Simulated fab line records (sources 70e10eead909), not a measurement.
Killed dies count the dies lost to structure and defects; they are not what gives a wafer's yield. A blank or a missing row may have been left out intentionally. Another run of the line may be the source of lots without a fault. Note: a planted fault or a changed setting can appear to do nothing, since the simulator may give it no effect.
Which tool was responsible? | flow nand harc | Sampling: 11 lots, 33 wafers, 5 of 1302 route steps

WHAT THE GAUGES READ, wafer by wafer
NHARC_END_SORT_01.
lot  | measured     | on        | killed at array | killed at other | killed at periphery | killed dies | killed open | killed short
L525 | day 24 04:12 | prober-02 | 69 64 65        | 3 1 2           | 1 1 4               | 73 66 71    | 6 3 2       | 1 2 1
L527 | day 25 21:34 | prober-01 | 81 82 78        | 4 5 2           | 0 2 2               | 85 89 82    | 5 6 3       | 5 3 2
L528 | day 26 07:46 | prober-01 | 25 20 30        | 0 0 0           | 1 4 3               | 26 24 33    | 3 6 4       | 0 0 6
L531 | day 27 13:29 | prober-01 | 59 68 74        | 0 0 0           | 2 1 3               | 61 69 77    | 3 1 3       | 2 1 4
L533 | day 27 13:31 | prober-02 | 74 74 75        | 0 0 0           | 4 2 6               | 78 76 81    | 3 3 2       | 0 1 4
L536 | day 29 14:40 | prober-01 | 73 52 51        | 0 0 2           | 4 3 7               | 77 55 60    | 5 2 2       | 2 1 1
L539 | day 30 06:14 | prober-01 | 607 78 605      | 0 0 0           | 6 5 9               | 613 83 614  | 9 3 5       | 2 2 4
L543 | day 32 00:10 | prober-01 | 588 83 79       | 0 0 2           | 3 5 1               | 591 88 82   | 1 2 4       | 6 3 2
L544 | day 32 17:53 | prober-01 | 64 66 62        | 2 0 0           | 2 2 2               | 68 68 64    | 8 4 3       | 1 2 2
L546 | day 33 21:05 | prober-01 | 47 51 48        | 2 2 4           | 0 3 3               | 49 56 55    | 1 2 1       | 3 3 4
L548 | day 34 04:07 | prober-01 | 55 50 50        | 0 0 2           | 5 4 4               | 60 54 56    | 3 0 0       | 0 1 4

WHAT TOOL EACH LOT RAN ON (gives the tool, then ch and the chambers of the sampled wafers, and finally the start)
lot  | NHARC_A_STAIRCASE_DESCUM_219       | NHARC_A_STAIRCASE_TRIM_222                    | NHARC_A_STAIRCASE_TRIM_231         | NHARC_A_STAIRCASE_TRIM_233
L525 | rie diel-07 ch 0,1,3, day 16 08:13 | rie diel-07 ch 2,3, day 16 10:02 or earlier   | rie diel-03 ch 2,3, day 16 10:02   | rie diel-03 ch 0,1, day 24 04:12 or earlier
L527 | rie diel-03 ch 0,2,3, day 17 15:31 | rie diel-03 ch 0,1,3, day 17 17:23 or earlier | rie diel-07 ch 0,2, day 17 17:23   | rie diel-07 ch 0,1,3, day 25 21:34 or earlier
L528 | rie diel-07 ch 0,1, day 17 22:42   | rie diel-07 ch 0,2,3, day 18 00:07 or earlier | rie diel-03 ch 0,2,3, day 18 00:07 | rie diel-03 ch 0,1,2, day 26 07:46 or earlier
L531 | rie diel-07 ch 1,3, day 18 17:01   | rie diel-03 ch 0,3, day 18 23:40 or earlier   | rie diel-07 ch 2,3, day 18 23:40   | rie diel-07 ch 0,1, day 27 13:29 or earlier
L533 | rie diel-07 ch 1,2,3, day 19 06:53 | rie diel-07 ch 0,1,3, day 19 08:29 or earlier | rie diel-10 ch 0,2,3, day 19 08:29 | rie diel-10 ch 0,2,3, day 27 13:31 or earlier
L536 | rie diel-10 ch 0,2,3, day 21 00:23 | rie diel-10 ch 0,3, day 21 01:52 or earlier   | rie diel-10 ch 0,2,3, day 21 01:52 | rie diel-10 ch 0,1,3, day 29 14:40 or earlier
L539 | rie diel-07 ch 1,2,3, day 21 18:16 | rie diel-07 ch 0,2,3, day 21 19:40 or earlier | rie diel-10 ch 0,2, day 21 19:40   | rie diel-10 ch 0,2,3, day 30 06:14 or earlier
L543 | rie diel-10 ch 0,3, day 23 02:17   | rie diel-10 ch 1,2,3, day 23 03:40 or earlier | rie diel-10 ch 1,2, day 23 03:40   | rie diel-10 ch 2,3, day 32 00:10 or earlier
L544 | rie diel-07 ch 1,2, day 24 06:50   | rie diel-07 ch 0,1, day 24 08:18 or earlier   | rie diel-07 ch 0,1,2, day 24 08:18 | rie diel-07 ch 1,2, day 32 17:53 or earlier
L546 | rie diel-03 ch 0,3, day 24 19:07   | rie diel-03 ch 0,1,2, day 24 20:40 or earlier | rie diel-07 ch 1,3, day 24 20:40   | rie diel-07 ch 1,3, day 33 21:05 or earlier
L548 | rie diel-07 ch 1,2,3, day 25 08:43 | rie diel-07 ch 1,3, day 25 10:19 or earlier   | rie diel-07 ch 2,3, day 25 10:19   | rie diel-07 ch 2,3, day 34 04:07 or earlier
- NHARC_A_STAIRCASE_DESCUM_219: chemistry O2, time 3 s.
- NHARC_A_STAIRCASE_TRIM_222: chemistry O2, time 211.2 s.
- NHARC_A_STAIRCASE_TRIM_231: chemistry O2, time 211.2 s.
- NHARC_A_STAIRCASE_TRIM_233: chemistry O2, time 211.2 s.

WHAT THE TOOLS THEMSELVES READ (means of the sampled wafers that have a number; where no wafer has one, the mark that the record gives instead)
NHARC_A_STAIRCASE_DESCUM_219.
lot  | tool        | drypump motor current A (A) | oes product au (a.u.) | rf vpp V (V) | showerhead plenum p Torr (Torr) | throttle valve pct (%)
L525 | rie diel-07 | 6.0                         | 1.003                 | 57.9         | 1.92                            | 11.313
L527 | rie diel-03 | 5.6                         | 0.996                 | 57.5         | 1.89                            | 11.295
L528 | rie diel-07 | 5.9                         | 1.003                 | 58.6         | 1.91                            | 11.311
L531 | rie diel-07 | 6.2                         | 0.995                 | 57.2         | 1.97                            | 11.303
L533 | rie diel-07 | 6.1                         | 0.997                 | 57.9         | 1.91                            | 11.317
L536 | rie diel-10 | 5.4                         | 1.005                 | 58.5         | 1.96                            | 11.305
L539 | rie diel-07 | 6.1                         | 1.002                 | 57.7         | 1.91                            | 11.308
L543 | rie diel-10 | 5.2                         | 1.000                 | 57.3         | 1.91                            | 11.304
L544 | rie diel-07 | 6.0                         | 1.005                 | 57.9         | 1.84                            | 11.311
L546 | rie diel-03 | 6.0                         | 0.996                 | 58.1         | 1.82                            | 11.319
L548 | rie diel-07 | 6.1                         | 1.004                 | 58.0         | 1.90                            | 11.310

NHARC_A_STAIRCASE_TRIM_222.
lot  | tool        | drypump motor current A (A) | oes product au (a.u.) | rf vpp V (V) | showerhead plenum p Torr (Torr) | throttle valve pct (%)
L525 | rie diel-07 | 6.1                         | 1.002                 | 57.2         | 3.45                            | 17.030
L527 | rie diel-03 | 6.0                         | 1.011                 | 57.0         | 3.35                            | 17.035
L528 | rie diel-07 | 6.0                         | 1.001                 | 58.2         | 3.44                            | 17.036
L531 | rie diel-03 | 6.0                         | 1.001                 | 57.8         | 3.39                            | 17.032
L533 | rie diel-07 | 6.0                         | 0.994                 | 57.5         | 3.52                            | 17.038
L536 | rie diel-10 | 5.0                         | 1.004                 | 57.7         | 3.55                            | 17.036
L539 | rie diel-07 | 5.9                         | 1.006                 | 57.9         | 3.43                            | 17.040
L543 | rie diel-10 | 5.7                         | 1.004                 | 57.9         | 3.55                            | 17.036
L544 | rie diel-07 | 5.7                         | 1.010                 | 57.0         | 3.40                            | 17.040
L546 | rie diel-03 | 5.9                         | 1.005                 | 58.2         | 3.60                            | 17.035
L548 | rie diel-07 | 6.2                         | 1.003                 | 57.6         | 3.59                            | 17.039

NHARC_A_STAIRCASE_TRIM_231.
lot  | tool        | drypump motor current A (A) | oes product au (a.u.) | rf vpp V (V) | showerhead plenum p Torr (Torr) | throttle valve pct (%)
L525 | rie diel-03 | 5.3                         | 0.997                 | 58.2         | 3.48                            | 17.044
L527 | rie diel-07 | 5.7                         | 0.993                 | 56.5         | 3.34                            | 17.032
L528 | rie diel-03 | 5.6                         | 0.987                 | 58.2         | 3.48                            | 17.036
L531 | rie diel-07 | 6.1                         | 0.992                 | 57.4         | 3.44                            | 17.034
L533 | rie diel-10 | 5.4                         | 1.016                 | 58.0         | 3.62                            | 17.040
L536 | rie diel-10 | 5.4                         | 1.001                 | 57.3         | 3.62                            | 17.035
L539 | rie diel-10 | 5.7                         | 1.143                 | 57.4         | 3.61                            | 17.042
L543 | rie diel-10 | 6.2                         | 1.058                 | 57.9         | 3.62                            | 17.037
L544 | rie diel-07 | 5.9                         | 1.002                 | 57.4         | 3.40                            | 17.034
L546 | rie diel-07 | 6.2                         | 1.008                 | 57.6         | 3.59                            | 17.034
L548 | rie diel-07 | 6.2                         | 1.016                 | 57.3         | 3.51                            | 17.041

NHARC_A_STAIRCASE_TRIM_233.
lot  | tool        | drypump motor current A (A) | oes product au (a.u.) | rf vpp V (V) | showerhead plenum p Torr (Torr) | throttle valve pct (%)
L525 | rie diel-03 | 6.2                         | 1.012                 | 57.0         | 3.32                            | 17.044
L527 | rie diel-07 | 6.0                         | 0.997                 | 57.2         | 3.53                            | 17.029
L528 | rie diel-03 | 5.9                         | 0.996                 | 57.8         | 3.45                            | 17.038
L531 | rie diel-07 | 5.8                         | 0.993                 | 56.8         | 3.43                            | 17.043
L533 | rie diel-10 | 5.4                         | 1.005                 | 57.1         | 3.62                            | 17.033
L536 | rie diel-10 | 5.5                         | 1.007                 | 57.5         | 3.48                            | 17.031
L539 | rie diel-10 | 5.5                         | 1.007                 | 59.3         | 3.61                            | 17.034
L543 | rie diel-10 | 5.2                         | 0.991                 | 58.5         | 3.61                            | 17.030
L544 | rie diel-07 | 6.0                         | 1.016                 | 57.6         | 3.41                            | 17.033
L546 | rie diel-07 | 6.2                         | 1.019                 | 58.2         | 3.61                            | 17.043
L548 | rie diel-07 | 6.2                         | 1.004                 | 57.9         | 3.51                            | 17.035

THE ANSWER, worked out from the rows above alone
Rule: the usual values come from the lots themselves. The widest of any qualifying gaps counts: lots, ordered by their means at a reading, are off when they make up no more than a third of the lots, leave a main group of 4 or more, and stand apart from it by 3 or more times the standard deviation of that group's means. Not used: any main group whose means are identical at the precision the tables above print for the reading. A lot without any number at a reading at which 4 lots or more have one is off too. Any other lot the step has rows for is counted as sound. First the gauges in route order, then the tools' own readings, where a lot's mean is used as printed above. At the first step where some lot is off, the reading lying furthest off is the one used; lots without a number count as furthest.
Off: L539, L543 (NHARC_END_SORT_01, killed at array). For the main group the mean is 60 and the standard deviation 15.
If a tool, at a process step before that reading, ran all the lots that are off and no sound lot after the first of them, it fits. Those tools and the gauges at NHARC_END_SORT_01 are tried in the same way. NHARC_A_STAIRCASE_TRIM_222: start missing for some lots; hours and lot order therefore follow NHARC_A_STAIRCASE_TRIM_231. NHARC_A_STAIRCASE_TRIM_233: start missing for some lots; hours and lot order therefore follow NHARC_END_SORT_01. One fits: NHARC_A_STAIRCASE_TRIM_231 and NHARC_A_STAIRCASE_TRIM_233 on rie diel-10. At NHARC_A_STAIRCASE_TRIM_231 its last sound lot is L536 (day 21 01:52), its first lot that is off L539 (day 21 19:40): a fault that began between those two fits.
On the lots that are off, the tool's own readings at NHARC_A_STAIRCASE_TRIM_231 differ by more than 5 times the standard deviation of the sound lots' means, which bears it out; oes product au reads 1.101 a.u. there versus 1.001 a.u. on the sound lots.

WHAT THE SIMULATOR PUT IN
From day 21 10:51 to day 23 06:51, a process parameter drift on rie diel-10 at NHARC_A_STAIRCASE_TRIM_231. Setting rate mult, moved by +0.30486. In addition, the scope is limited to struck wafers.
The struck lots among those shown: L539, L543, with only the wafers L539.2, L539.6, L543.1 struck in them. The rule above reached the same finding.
